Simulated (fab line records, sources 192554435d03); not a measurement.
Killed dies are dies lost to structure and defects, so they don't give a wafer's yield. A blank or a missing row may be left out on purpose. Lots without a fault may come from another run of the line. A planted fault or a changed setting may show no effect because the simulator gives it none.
Chamber matching | flow n5_finfet | N5_DUMMY_GATE_DESCUM_20 on rie_diel-02: 4 sister chambers
The step chemistry O2, time 6.2 s. 16 wafers are shown with their chamber, then 8 later ones without.

WAFERS WITH THEIR CHAMBER
wafer  | chamber | showerhead_plenum_p_Torr (Torr) | throttle_valve_pct (%) | oes_product_au (a.u.)
L075.1 | 2       | 2.01                            | 20.26                  | 0.77
L075.2 | 0       | 2.17                            | 20.45                  | 0.74
L075.5 | 2       | 2.01                            | 20.26                  | 0.77
L078.1 | 2       | 2.01                            | 20.27                  | 0.77
L078.2 | 0       | 2.16                            | 20.44                  | 0.73
L078.5 | 1       | 1.98                            | 20.48                  | 0.68
L083.1 | 0       | 2.16                            | 20.46                  | 0.73
L083.3 | 2       | 2.01                            | 20.29                  | 0.76
L083.4 | 2       | 2.01                            | 20.27                  | 0.77
L087.1 | 2       | 2.00                            | 20.30                  | 0.76
L087.2 | 3       | 2.17                            | 20.50                  | 0.73
L087.5 | 3       | 2.17                            | 20.49                  | 0.72
L088.2 | 0       | 2.16                            | 20.48                  | 0.72
L088.4 | 0       | 2.16                            | 20.49                  | 0.72
L088.5 | 2       | 2.00                            | 20.29                  | 0.76
L090.1 | 0       | 2.15                            | 20.50                  | 0.72

SIGNATURES (means of the wafers above)
reading                  | chamber 0 | chamber 1 | chamber 2 | chamber 3 | scatter within a chamber
showerhead_plenum_p_Torr | 2.1600    | 1.9800    | 2.0071    | 2.1700    | 0.00535
throttle_valve_pct       | 20.4700   | 20.4800   | 20.2771   | 20.4950   | 0.0191
oes_product_au           | 0.7267    | 0.6800    | 0.7657    | 0.7250    | 0.0068
Rule: a wafer's distance from a chamber is the root of the sum, over the readings, of the square of ((its reading less the chamber's mean) divided by the reading's scatter). The wafer belongs to the nearest chamber; if the next one is less than 2 further off, it can't be placed. The scatter: the root of (the sum of the squares of (reading less its chamber's mean) over the shown wafers, divided by (wafers less chambers)).

WAFERS WITHOUT THEIR CHAMBER
wafer  | showerhead_plenum_p_Torr (Torr) | throttle_valve_pct (%) | oes_product_au (a.u.)
L090.2 | 2.00                            | 20.31                  | 0.76
L090.5 | 2.16                            | 20.51                  | 0.71
L092.1 | 2.15                            | 20.51                  | 0.71
L092.3 | 2.00                            | 20.30                  | 0.74
L092.4 | 2.16                            | 20.52                  | 0.71
L097.1 | 2.23                            | 20.21                  | 0.96
L097.4 | 2.15                            | 20.50                  | 0.70
L097.6 | 1.99                            | 20.34                  | 0.73

WHICH CHAMBER EACH WENT THROUGH
wafer  | from the rows above     | in truth
L090.2 | 2                       | 2
L090.5 | can't be placed: 3 or 0 | 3
L092.1 | can't be placed: 0 or 3 | 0
L092.3 | 2                       | 2
L092.4 | can't be placed: 3 or 0 | 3
L097.1 | can't be placed: 0 or 3 | 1
L097.4 | can't be placed: 0 or 3 | 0
L097.6 | 2                       | 2
Placed correctly: 3 of 8. Can't be placed from these rows: 5 (the true chamber is among the candidates in 4). Placed wrongly: 0.
